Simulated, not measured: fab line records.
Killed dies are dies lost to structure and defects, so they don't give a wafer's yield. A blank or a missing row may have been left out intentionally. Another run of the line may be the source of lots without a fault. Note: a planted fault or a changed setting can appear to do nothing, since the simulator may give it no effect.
The tool behind it: which one? | flow n5-finfet | Sampling: 11 lots, 30 wafers, 6 of 1938 route steps

WHAT EACH GAUGE READ, for each wafer
N5_BEOL_M4_RC_MEAS_101. Usual: DIBL_N 36.5 mV/V, standard deviation 1.4; DIBL_P 36.9 mV/V, standard deviation 1.7; IOFF_N 0.163 nA/um, standard deviation 0.023; IOFF_P 0.22 nA/um, standard deviation 0.032; ION_N 673 uA/um, standard deviation 9; ION_P 462 uA/um, standard deviation 7.5; SS_N 71.6 mV/dec, standard deviation 0.54; SS_P 73.4 mV/dec, standard deviation 0.62; VT_N 249.8 mV, standard deviation 2.8; VT_P -250 mV, standard deviation 3.5.
lot  | measured     | on        | DIBL_N (mV/V)  | DIBL_P (mV/V)  | IOFF_N (nA/um)    | IOFF_P (nA/um) | ION_N (uA/um) | ION_P (uA/um) | SS_N (mV/dec)  | SS_P (mV/dec)  | VT_N (mV)         | VT_P (mV)      | flag
L931 | day 7 23:18  | prober-01 | 35.0 37.3 36.1 | 35.9 38.7 37.2 | 0.143 0.184 0.163 | 0.21 0.26 0.23 | 657 680 663   | 457 468 460   | 71.2 71.9 72.0 | 73.6 74.2 73.8 | 253.3 247.2 250.5 | -248 -245 -249 |
L933 | day 8 18:02  | prober-01 | 36.1 37.7 35.5 | 37.5 39.1 36.7 | 0.159 0.190 0.152 | 0.23 0.27 0.22 | 674 678 677   | 469 469 471   | 71.1 71.6 71.4 | 73.0 73.6 73.6 | 248.9 249.7 253.0 | -247 -248 -252 |
L934 | day 8 20:10  | prober-01 | 37.6 37.0 36.0 | 36.9 35.2 35.0 | 0.182 0.159 0.147 | 0.29 0.25 0.25 | 679 663 675   | 470 466 472   | 71.9 72.1 71.5 | 72.8 73.0 72.7 | 247.3 249.2 251.0 | -242 -245 -243 |
L936 | day 9 05:38  | prober-01 | 35.7 37.9 37.6 | 35.3 38.6 37.6 | 0.135 0.182 0.172 | 0.19 0.24 0.22 | 663 680 689   | 459 464 470   | 71.3 71.5 71.0 | 73.8 74.6 74.1 | 253.6 247.2 249.3 | -253 -248 -251 |
L938 | day 9 21:07  | prober-01 | 36.0 35.8 36.5 | 37.5 37.3 37.8 | 0.176 0.174 0.187 | 0.25 0.25 0.27 | 676 672 679   | 468 469 469   | 71.8 71.7 73.1 | 74.1 74.3 73.4 | 248.6 246.6 249.4 | -244 -248 -246 |
L940 | day 10 17:21 | prober-02 | 36.8 34.4 36.3 | 36.6 33.9 36.0 | 0.161 0.132 0.153 | 0.23 0.19 0.23 | 678 672 672   | 466 465 460   | 71.1 70.5 71.6 | 73.2 72.3 73.4 | 252.8 252.3 251.1 | -248 -247 -249 |
L941 | day 11 06:55 | prober-02 | 37.1 36.3 36.3 | 38.5 37.9 36.7 | 0.184 0.174 0.162 | 0.22 0.21 0.20 | 680 664 667   | 458 456 450   | 71.3 72.3 72.1 | 74.1 73.2 73.7 | 245.7 247.0 249.6 | -253 -251 -253 |
L942 | day 11 05:37 | prober-02 | 37.6 36.4      | 38.3 36.9      | 0.190 0.165       | 0.26 0.23      | 675 686       | 466 467       | 71.9 71.2      | 73.5 73.6      | 247.7 248.5       | -248 -251      |
L945 | day 11 10:32 | prober-01 | 37.3 38.3      | 38.5 39.0      | 0.196 0.204       | 0.24 0.25      | 682 694       | 462 464       | 71.8 71.9      | 74.2 74.2      | 245.1 244.8       | -249 -248      |
L946 | day 12 08:54 | prober-02 | 38.2 35.6      | 39.0 35.4      | 0.202 0.148       | 0.26 0.19      | 680 676       | 470 460       | 71.1 71.3      | 73.4 73.3      | 245.6 250.4       | -246 -252      |
L953 | day 13 15:49 | prober-02 | 37.3 38.3 37.7 | 36.0 37.0 35.6 | 0.184 0.213 0.183 | 0.25 0.29 0.25 | 675 673 673   | 464 460 462   | 71.8 71.7 72.7 | 73.7 74.9 74.1 | 246.7 245.4 249.9 | -246 -246 -247 |

WHAT TOOL EACH LOT RAN ON (gives the tool, then ch and the chambers of the sampled wafers, and finally the start)
lot  | N5_BEOL_M0_PRE_CLEAN_113     | N5_BEOL_M0_SURFACE_TREAT_137 | N5_BEOL_M0_ANNEAL_133        | N5_BEOL_M0_ECD_118             | N5_BEOL_M0_CMP_120
L931 | pvd-sputter-01, day 6 02:58  | pvd-sputter-01, day 6 03:24  | pvd-sputter-03, day 6 03:53  | ecd-cu-02 ch 0, day 6 04:09    | cmp-03 ch 1,2, day 6 04:38
L933 | pvd-sputter-03, day 6 16:04  | pvd-sputter-02, day 6 16:23  | pvd-sputter-03, day 6 16:47  | ecd-cu-01 ch 0,1, day 6 17:03  | cmp-02 ch 0,2,3, day 6 17:54
L934 | pvd-sputter-01, day 6 18:32  | pvd-sputter-02, day 6 18:53  | pvd-sputter-03, day 6 19:16  | ecd-cu-01 ch 0,1, day 6 19:32  | cmp-01 ch 0,1,3, day 6 20:17
L936 | pvd-sputter-03, day 7 06:23  | pvd-sputter-03, day 7 06:45  | pvd-sputter-03, day 7 07:11  | ecd-cu-02 ch 0,1, day 7 07:28  | cmp-01 ch 0,2,3, day 7 07:50
L938 | pvd-sputter-01, day 8 02:35  | pvd-sputter-01, day 8 02:55  | pvd-sputter-01, day 8 03:19  | ecd-cu-01 ch 0,1, day 8 03:36  | cmp-01 ch 0,3, day 8 04:02
L940 | pvd-sputter-01, day 8 12:18  | pvd-sputter-01, day 8 12:44  | pvd-sputter-02, day 8 13:34  | ecd-cu-01 ch 0,1, day 8 13:51  | cmp-03 ch 0,3, day 8 14:23
L941 | pvd-sputter-01, day 8 19:58  | pvd-sputter-01, day 8 20:20  | pvd-sputter-01, day 8 20:42  | ecd-cu-01 ch 0,1, day 8 20:59  | cmp-02 ch 0,2,3, day 8 21:22
L942 | pvd-sputter-02, day 8 22:36  | pvd-sputter-03, day 8 23:01  | pvd-sputter-03, day 9 01:05  | ecd-cu-01 ch 0,1, day 9 01:22  | cmp-03 ch 0,2, day 9 01:49
L945 | pvd-sputter-02, day 9 15:11  | pvd-sputter-01, day 9 15:49  | pvd-sputter-01, day 9 16:16  | ecd-cu-01 ch 0,1, day 9 16:33  | cmp-01 ch 2,3, day 9 17:00
L946 | pvd-sputter-01, day 9 20:22  | pvd-sputter-02, day 9 20:42  | pvd-sputter-01, day 9 21:06  | ecd-cu-01 ch 0, day 9 21:23    | cmp-02 ch 0,1, day 9 21:50
L953 | pvd-sputter-01, day 11 14:44 | pvd-sputter-02, day 11 15:15 | pvd-sputter-01, day 11 15:46 | ecd-cu-02 ch 0,1, day 11 16:02 | cmp-03 ch 1,2, day 11 16:31
- N5_BEOL_M0_PRE_CLEAN_113: time 30 s.
- N5_BEOL_M0_SURFACE_TREAT_137
- N5_BEOL_M0_ANNEAL_133: time 60 s.
- N5_BEOL_M0_ECD_118: material Cu, target thk 300 nm.
- N5_BEOL_M0_CMP_120: polishes, stops on SiOC, t overpolish 6.9 s.

AS READ BY THE TOOLS THEMSELVES (means over the sampled wafers that have a number; for cases with no such wafer, the mark the record gives instead)
N5_BEOL_M0_PRE_CLEAN_113. Usual: heater-power-w reads 334 W (standard deviation 33).
lot  | tool           | heater-power-w (W) | flag
L931 | pvd-sputter-01 | 324                |
L933 | pvd-sputter-03 | 330                |
L934 | pvd-sputter-01 | 321                |
L936 | pvd-sputter-03 | 340                |
L938 | pvd-sputter-01 | 315                |
L940 | pvd-sputter-01 | 299                |
L941 | pvd-sputter-01 | 311                |
L942 | pvd-sputter-02 | 314                |
L945 | pvd-sputter-02 | 296                |
L946 | pvd-sputter-01 | 339                |
L953 | pvd-sputter-01 | 338                |

N5_BEOL_M0_ANNEAL_133. Usual: heater-power-w reads 833 W (standard deviation 84).
lot  | tool           | heater-power-w (W) | flag
L931 | pvd-sputter-03 | 854                |
L933 | pvd-sputter-03 | 911                |
L934 | pvd-sputter-03 | 872                |
L936 | pvd-sputter-03 | 863                |
L938 | pvd-sputter-01 | 858                |
L940 | pvd-sputter-02 | 834                |
L941 | pvd-sputter-01 | 801                |
L942 | pvd-sputter-03 | 996                |
L945 | pvd-sputter-01 | 777                |
L946 | pvd-sputter-01 | 828                |
L953 | pvd-sputter-01 | 801                |

N5_BEOL_M0_CMP_120. Usual: motor-current-A 6.0 A, standard deviation 0.67; slurry-filter-dp-kPa 13.50 kPa, standard deviation 0.14; time-to-endpoint-s 61.7 s, standard deviation 2.8.
lot  | tool   | motor-current-A (A) | slurry-filter-dp-kPa (kPa) | time-to-endpoint-s (s) | flag
L931 | cmp-03 | 6.6                 | 13.53                      | 59.4                   |
L933 | cmp-02 | 6.7                 | 13.52                      | 57.7                   |
L934 | cmp-01 | 5.4                 | 13.48                      | 63.2                   |
L936 | cmp-01 | 5.8                 | 13.47                      | 62.4                   |
L938 | cmp-01 | 6.1                 | 13.65                      | 62.3                   |
L940 | cmp-03 | 6.4                 | 13.45                      | 59.4                   |
L941 | cmp-02 | 6.4                 | 13.54                      | 61.5                   |
L942 | cmp-03 | 6.2                 | 13.52                      | 88.5                   | OFF
L945 | cmp-01 | 6.1                 | 13.69                      | 96.0                   | OFF
L946 | cmp-02 | 6.0                 | 13.54                      | 93.1                   | OFF
L953 | cmp-03 | 6.0                 | 13.56                      | 61.3                   |

THE ANSWER, worked out from the rows above alone
Rule: a lot is off if the mean of its wafers that have a number lies more than 3 standard deviations from the usual mean. Also off: a lot with no number at a reading for which 4 or more lots have one. All remaining lots with rows at the step are treated as sound. The gauges are gone through in route order, then the tools' own readings, and for those a lot's mean is taken as printed above. The first step at which some lot is off is used, and at that step the reading that is off furthest; a lot without a number counts as furthest.
Off, at N5_BEOL_M0_CMP_120 on time-to-endpoint-s: L942, L945, L946.
A tool fits if, at that step or a process step before it, it ran every lot that is off, and no sound lot after the first of them. One fits: N5_BEOL_M0_ECD_118 on ecd-cu-01. Its last sound lot is L941 (day 8 20:59), its first lot that is off L942 (day 9 01:22): a fault that began between those two fits.

WHAT THE SIMULATOR PUT IN
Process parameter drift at N5_BEOL_M0_ECD_118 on ecd-cu-01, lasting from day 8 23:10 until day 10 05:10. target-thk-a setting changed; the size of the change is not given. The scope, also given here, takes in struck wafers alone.
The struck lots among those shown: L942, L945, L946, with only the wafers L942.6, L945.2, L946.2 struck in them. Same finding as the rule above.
